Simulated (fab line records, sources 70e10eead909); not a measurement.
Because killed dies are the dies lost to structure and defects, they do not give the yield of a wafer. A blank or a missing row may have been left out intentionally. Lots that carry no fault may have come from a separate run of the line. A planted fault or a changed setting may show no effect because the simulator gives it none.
What tool caused it? | flow nandHarc | 72 wafers from 24 lots sampled at 6 of the route's 1302 steps

== WHAT EACH GAUGE READ, for each wafer ==
No reading from a measuring or inspecting step in the record can be judged against a usual standard deviation.

== EACH LOT AND THE TOOL THAT RAN IT (in order: tool; ch and the chambers of the sampled wafers; start) ==
lot  | NHARC_A_CONTACT_ETCH_123           | NHARC_A_CONTACT_ETCH_102          | NHARC_A_CONTACT_DEP_57       | NHARC_A_CONTACT_ETCH_127           | NHARC_A_CONTACT_ETCH_131           | NHARC_A_CONTACT_ETCH_139
L074 | harCapEtch-02 ch 0,1, day 21 09:21 | rieDiel-03 ch 0,1,2, day 21 10:46 | aclDep-01 ch 0, day 21 14:22 | harCapEtch-02 ch 0,1, day 21 20:04 | harCapEtch-02 ch 0,1, day 21 20:46 | harCapEtch-02 ch 0,1, day 22 04:10
L075 | harCapEtch-01 ch 0,1, day 22 14:21 | rieDiel-05 ch 0,1,2, day 22 15:50 | aclDep-02 ch 0, day 22 16:31 | harCapEtch-01 ch 0,1, day 22 22:46 | harCapEtch-01 ch 0,1, day 22 23:29 | harCapEtch-01 ch 0,1, day 23 08:09
L078 | harCapEtch-02 ch 0,1, day 22 23:38 | rieDiel-10 ch 0,1,2, day 23 01:10 | aclDep-01 ch 0, day 23 04:08 | harCapEtch-03 ch 0,1, day 23 11:04 | harCapEtch-03 ch 0,1, day 23 11:47 | harCapEtch-01 ch 0,1, day 23 21:35
L076 | harCapEtch-03 ch 0,1, day 22 23:52 | rieDiel-03 ch 1,2, day 23 01:21   | aclDep-03 ch 0, day 23 04:48 | harCapEtch-01 ch 0,1, day 23 11:08 | harCapEtch-01 ch 0,1, day 23 11:50 | harCapEtch-02 ch 0,1, day 23 22:07
L077 | harCapEtch-02 ch 0,1, day 23 09:10 | rieDiel-05 ch 0,1, day 23 10:28   | aclDep-01 ch 0, day 23 14:34 | harCapEtch-03 ch 0,1, day 23 19:08 | harCapEtch-03 ch 0,1, day 23 19:50 | harCapEtch-03 ch 0,1, day 24 03:24
L079 | harCapEtch-02 ch 0,1, day 23 19:35 | rieDiel-05 ch 1,2,3, day 23 21:08 | aclDep-03 ch 0, day 23 22:23 | harCapEtch-01 ch 0,1, day 24 04:07 | harCapEtch-01 ch 0,1, day 24 04:49 | harCapEtch-03 ch 0,1, day 24 12:15
L080 | harCapEtch-02 ch 0,1, day 24 13:13 | rieDiel-10 ch 1,3, day 24 14:42   | aclDep-01 ch 0, day 24 16:18 | harCapEtch-02 ch 0, day 24 22:44   | harCapEtch-02 ch 0, day 24 23:27   | harCapEtch-01 ch 0,1, day 25 11:32
L082 | harCapEtch-01 ch 0,1, day 24 18:28 | rieDiel-05 ch 0,1,2, day 24 19:59 | aclDep-03 ch 0, day 24 20:41 | harCapEtch-01 ch 0,1, day 25 02:57 | harCapEtch-01 ch 0,1, day 25 03:39 | harCapEtch-03 ch 0,1, day 25 13:19
L081 | harCapEtch-03 ch 1, day 24 19:19   | rieDiel-10 ch 0,1, day 24 20:58   | aclDep-03 ch 0, day 24 23:55 | harCapEtch-03 ch 0,1, day 25 06:23 | harCapEtch-03 ch 0,1, day 25 07:05 | harCapEtch-02 ch 0,1, day 25 16:47
L084 | harCapEtch-02 ch 0,1, day 25 11:34 | rieDiel-05 ch 0,2, day 25 12:58   | aclDep-03 ch 0, day 25 14:46 | harCapEtch-03 ch 0,1, day 25 20:11 | harCapEtch-03 ch 0,1, day 25 20:54 | harCapEtch-02 ch 0,1, day 26 05:36
L083 | harCapEtch-01 ch 0,1, day 25 16:04 | rieDiel-05 ch 2,3, day 25 17:36   | aclDep-03 ch 0, day 25 18:55 | harCapEtch-01 ch 0,1, day 26 00:35 | harCapEtch-01 ch 0,1, day 26 01:18 | harCapEtch-01 ch 0,1, day 26 09:19
L086 | harCapEtch-03 ch 0,1, day 26 07:38 | rieDiel-10 ch 0,1,2, day 26 09:07 | aclDep-03 ch 0, day 26 10:03 | harCapEtch-01 ch 0,1, day 26 16:43 | harCapEtch-01 ch 0,1, day 26 17:25 | harCapEtch-02 ch 0,1, day 27 05:46
L087 | harCapEtch-02 ch 0, day 26 14:36   | rieDiel-10 ch 2,3, day 26 16:05   | aclDep-01 ch 0, day 26 19:49 | harCapEtch-03 ch 0,1, day 27 01:49 | harCapEtch-03 ch 0,1, day 27 02:32 | harCapEtch-02 ch 1, day 27 12:55
L085 | harCapEtch-03 ch 0,1, day 26 14:48 | rieDiel-05 ch 0,1,2, day 26 16:17 | aclDep-03 ch 0, day 26 20:10 | harCapEtch-01 ch 0,1, day 27 01:52 | harCapEtch-01 ch 0,1, day 27 02:35 | harCapEtch-03 ch 0,1, day 27 13:19
L088 | harCapEtch-02 ch 0,1, day 26 20:53 | rieDiel-03 ch 2,3, day 26 22:36   | aclDep-02 ch 0, day 27 04:14 | harCapEtch-01 ch 0,1, day 27 09:50 | harCapEtch-01 ch 0,1, day 27 10:33 | harCapEtch-02 ch 0, day 27 18:23
L089 | harCapEtch-03 ch 0,1, day 27 06:34 | rieDiel-03 ch 0,1,3, day 27 08:03 | aclDep-03 ch 0, day 27 10:27 | harCapEtch-01 ch 0,1, day 27 16:10 | harCapEtch-01 ch 0,1, day 27 16:53 | harCapEtch-01 ch 0,1, day 28 02:17
L090 | harCapEtch-03 ch 0,1, day 27 21:21 | rieDiel-05 ch 1,2,3, day 27 22:40 | aclDep-02 ch 0, day 28 00:23 | harCapEtch-02 ch 0,1, day 28 05:28 | harCapEtch-02 ch 0,1, day 28 06:10 | harCapEtch-01 ch 0,1, day 28 15:19
L091 | harCapEtch-03 ch 0,1, day 28 13:30 | rieDiel-10 ch 0,3, day 28 14:59   | aclDep-01 ch 0, day 28 17:57 | harCapEtch-02 ch 0,1, day 28 23:42 | harCapEtch-02 ch 0,1, day 29 00:24 | harCapEtch-01 ch 0,1, day 29 07:51
L092 | harCapEtch-03 ch 0,1, day 29 03:22 | rieDiel-05 ch 0,1, day 29 05:02   | aclDep-01 ch 0, day 29 05:43 | harCapEtch-02 ch 0,1, day 29 11:59 | harCapEtch-02 ch 0,1, day 29 12:41 | harCapEtch-03 ch 0,1, day 29 23:04
L093 | harCapEtch-01 ch 0,1, day 30 00:10 | rieDiel-03 ch 2,3, day 30 01:35   | aclDep-03 ch 0, day 30 02:14 | harCapEtch-03 ch 0,1, day 30 08:31 | harCapEtch-03 ch 0,1, day 30 09:13 | harCapEtch-02 ch 0,1, day 30 18:53
L094 | harCapEtch-03 ch 0,1, day 30 06:07 | rieDiel-10 ch 0,1,2, day 30 07:32 | aclDep-01 ch 0, day 30 09:33 | harCapEtch-02 ch 0, day 30 15:17   | harCapEtch-02 ch 0, day 30 16:00   | harCapEtch-02 ch 0,1, day 30 23:37
L095 | harCapEtch-02 ch 0,1, day 30 06:39 | rieDiel-05 ch 0,2, day 30 08:11   | aclDep-03 ch 0, day 30 10:37 | harCapEtch-03 ch 0,1, day 30 15:51 | harCapEtch-03 ch 0,1, day 30 16:34 | harCapEtch-01 ch 0,1, day 31 00:47
L096 | harCapEtch-01 ch 0,1, day 30 09:53 | rieDiel-10 ch 1,3, day 30 11:22   | aclDep-03 ch 0, day 30 14:37 | harCapEtch-03 ch 0,1, day 30 20:55 | harCapEtch-03 ch 0,1, day 30 21:37 | harCapEtch-02 ch 0,1, day 31 06:13
L097 | harCapEtch-01 ch 0,1, day 30 18:35 | rieDiel-05 ch 0,1,3, day 30 20:13 | aclDep-01 ch 0, day 30 21:26 | harCapEtch-03 ch 0,1, day 31 03:11 | harCapEtch-03 ch 0,1, day 31 03:53 | harCapEtch-02 ch 0,1, day 31 12:26
- NHARC_A_CONTACT_ETCH_123: etches the open film in C4F8/O2/Ar, time 490 s, target depth 2110 nm.
- NHARC_A_CONTACT_ETCH_102: etches the open film in CF4/O2, target depth 100 nm, overetch 10 nm, time 55 s.
- NHARC_A_CONTACT_DEP_57: deposits aC, target thk 5300 nm.
- NHARC_A_CONTACT_ETCH_127: etches the open film in C4F8/O2/Ar, time 197 s, target depth 1918 nm.
- NHARC_A_CONTACT_ETCH_131: etches the open film in C4F8/O2/Ar, time 197 s, target depth 1918 nm.
- NHARC_A_CONTACT_ETCH_139: etches the open film in C4F8/O2/Ar, time 195 s, target depth 840 nm.

== AS READ BY THE TOOLS THEMSELVES (means over the sampled wafers that have a number; for cases with no such wafer, the mark the record gives instead) ==
NHARC_A_CONTACT_ETCH_102. Usual: drypumpMotorCurrentA 5.6 A, standard deviation 0.5; oesProductAu 1.001 a.u., standard deviation 0.0083; rfVppV 197.7 V, standard deviation 1.3; showerheadPlenumPTorr 1.33 Torr, standard deviation 0.054; throttleValvePct 13.397 %, standard deviation 0.0088.
lot  | tool       | drypumpMotorCurrentA (A) | oesProductAu (a.u.) | rfVppV (V) | showerheadPlenumPTorr (Torr) | throttleValvePct (%) | flag
L074 | rieDiel-03 | 5.9                      | 0.997               | 199.1      | 1.37                         | 13.393               | 
L075 | rieDiel-05 | 5.6                      | 1.005               | 198.5      | 1.35                         | 13.393               | 
L078 | rieDiel-10 | 6.0                      | 1.008               | 197.9      | 1.34                         | 13.393               | 
L076 | rieDiel-03 | 5.5                      | 0.997               | 198.9      | 1.40                         | 13.398               | 
L077 | rieDiel-05 | 5.5                      | 1.006               | 198.2      | 1.37                         | 13.391               | 
L079 | rieDiel-05 | 5.4                      | 1.005               | 198.4      | 1.34                         | 13.399               | 
L080 | rieDiel-10 | 5.8                      | 0.998               | 195.8      | 1.29                         | 13.390               | 
L082 | rieDiel-05 | 5.6                      | 1.001               | 198.1      | 1.34                         | 13.398               | 
L081 | rieDiel-10 | 6.2                      | 1.011               | 196.6      | 1.28                         | 13.389               | 
L084 | rieDiel-05 | 5.6                      | 1.008               | 197.0      | 1.31                         | 13.392               | 
L083 | rieDiel-05 | 5.2                      | 0.997               | 197.4      | 1.30                         | 13.398               | 
L086 | rieDiel-10 | 6.1                      | 1.003               | 198.1      | 1.34                         | 13.400               | 
L087 | rieDiel-10 | 5.6                      | 1.003               | 198.6      | 1.39                         | 13.384               | 
L085 | rieDiel-05 | 5.6                      | 0.991               | 197.9      | 1.34                         | 13.395               | 
L088 | rieDiel-03 | 5.3                      | 1.013               | 196.9      | 1.30                         | 13.395               | 
L089 | rieDiel-03 | 5.9                      | 0.999               | 197.3      | 1.32                         | 13.396               | 
L090 | rieDiel-05 | 5.4                      | 1.004               | 197.8      | 1.34                         | 13.398               | 
L091 | rieDiel-10 | 4.9                      | 0.997               | 197.7      | 1.33                         | 13.402               | 
L092 | rieDiel-05 | 5.5                      | 1.000               | 198.0      | 1.33                         | 13.403               | 
L093 | rieDiel-03 | 5.3                      | 0.994               | 198.2      | 1.29                         | 13.400               | 
L094 | rieDiel-10 | 6.0                      | 1.002               | 197.7      | 1.33                         | 13.395               | 
L095 | rieDiel-05 | 5.6                      | 0.994               | 196.5      | 1.31                         | 13.394               | 
L096 | rieDiel-10 | 5.2                      | 0.993               | 197.1      | 1.31                         | 13.397               | 
L097 | rieDiel-05 | 5.3                      | 0.998               | 197.5      | 1.32                         | 13.406               | 

NHARC_A_CONTACT_DEP_57. Usual: throttleValvePct reads 35.000 % (standard deviation 0.009).
lot  | tool      | throttleValvePct (%) | flag
L074 | aclDep-01 | 34.995               | 
L075 | aclDep-02 | 35.000               | 
L078 | aclDep-01 | 34.992               | 
L076 | aclDep-03 | 35.003               | 
L077 | aclDep-01 | 34.989               | 
L079 | aclDep-03 | 34.993               | 
L080 | aclDep-01 | 34.998               | 
L082 | aclDep-03 | 35.001               | 
L081 | aclDep-03 | 35.002               | 
L084 | aclDep-03 | 35.001               | 
L083 | aclDep-03 | 34.996               | 
L086 | aclDep-03 | 34.994               | 
L087 | aclDep-01 | 35.003               | 
L085 | aclDep-03 | 35.009               | 
L088 | aclDep-02 | 35.000               | 
L089 | aclDep-03 | 34.998               | 
L090 | aclDep-02 | 35.006               | 
L091 | aclDep-01 | 34.999               | 
L092 | aclDep-01 | 34.997               | 
L093 | aclDep-03 | 34.991               | 
L094 | aclDep-01 | 35.000               | 
L095 | aclDep-03 | 34.996               | 
L096 | aclDep-03 | 34.993               | 
L097 | aclDep-01 | 34.994               | 

== THE ANSWER, worked out from the rows above alone ==
Rule: a lot counts as off when the mean over its wafers that have a number is more than 3 standard deviations away from the usual mean. A lot without any number at a reading at which 4 lots or more have one is off too. The other lots that the step has rows for count as sound. After the gauges, taken in route order, come the tools' own readings; for these a lot's mean is taken, as printed above. The first step at which some lot is off is used, and at that step the reading that is off furthest; a lot without a number counts as furthest.
Nothing can be told from this: no lot is off at any reading shown.

== WHAT HAD BEEN PUT IN BY THE SIMULATOR ==
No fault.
